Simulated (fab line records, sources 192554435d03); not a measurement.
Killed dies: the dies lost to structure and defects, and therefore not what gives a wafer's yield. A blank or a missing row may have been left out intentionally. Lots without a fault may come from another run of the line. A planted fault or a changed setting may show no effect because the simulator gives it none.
Matching of chambers	flow n5_finfet	rie_diel-02 running N5_HKMG_FIN_ETCH_31: 4 sister chambers
The step etches SiARC in CF4, target depth 45.5 nm, time 75.8 s. 14 wafers are shown with their chamber, then 7 later ones without.

== WAFERS, EACH WITH ITS CHAMBER ==
wafer	chamber	showerhead_plenum_p_Torr (Torr)	throttle_valve_pct (%)	oes_product_au (a.u.)
L075.1	2	2.06	15.85	0.64
L075.2	3	2.16	15.61	0.66
L075.4	1	2.11	15.78	0.57
L076.4	1	2.11	15.82	0.58
L076.5	0	2.15	15.88	0.66
L076.6	3	2.16	15.60	0.66
L082.2	3	2.15	15.62	0.65
L082.3	0	2.14	15.90	0.65
L082.6	0	2.14	15.88	0.66
L087.3	3	2.15	15.64	0.64
L087.5	2	2.05	15.91	0.62
L087.6	3	2.15	15.64	0.64
L092.1	3	2.14	15.67	0.64
L092.3	2	2.05	15.93	0.62

SIGNATURES (means of the wafers above)
reading	chamber 0	chamber 1	chamber 2	chamber 3	scatter within a chamber
showerhead_plenum_p_Torr	2.1433	2.1100	2.0533	2.1517	0.00645
throttle_valve_pct	15.8867	15.8000	15.8967	15.6300	0.0278
oes_product_au	0.6567	0.5750	0.6267	0.6483	0.00931
Rule: for each reading, subtract the chamber's mean from the wafer's reading, divide by that reading's scatter and square the result; add these up over the readings and take the root, which gives the wafer's distance from the chamber. If the next closest chamber is less than 2 further off than the closest, the wafer can't be placed; otherwise it belongs to the closest. The scatter is the square root of a quotient: the sum, over the shown wafers, of each reading's squared deviation from its chamber's mean, divided by wafers minus chambers.

== WAFERS MISSING THEIR CHAMBER ==
wafer	showerhead_plenum_p_Torr (Torr)	throttle_valve_pct (%)	oes_product_au (a.u.)
L092.6	2.14	15.65	0.63
L093.1	2.13	15.93	0.64
L093.4	2.14	15.66	0.63
L093.6	2.05	15.93	0.61
L094.1	2.10	15.37	0.77
L094.2	2.13	15.94	0.63
L094.3	2.05	15.94	0.61

== WHICH CHAMBER EACH WENT THROUGH ==
wafer	from the rows above	in truth
L092.6	3	3
L093.1	0	0
L093.4	3	3
L093.6	2	2
L094.1	3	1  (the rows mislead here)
L094.2	0	0
L094.3	2	2
Placed correctly: 6 of 7. From these rows, 0 cannot be placed. Placed wrongly: 1.
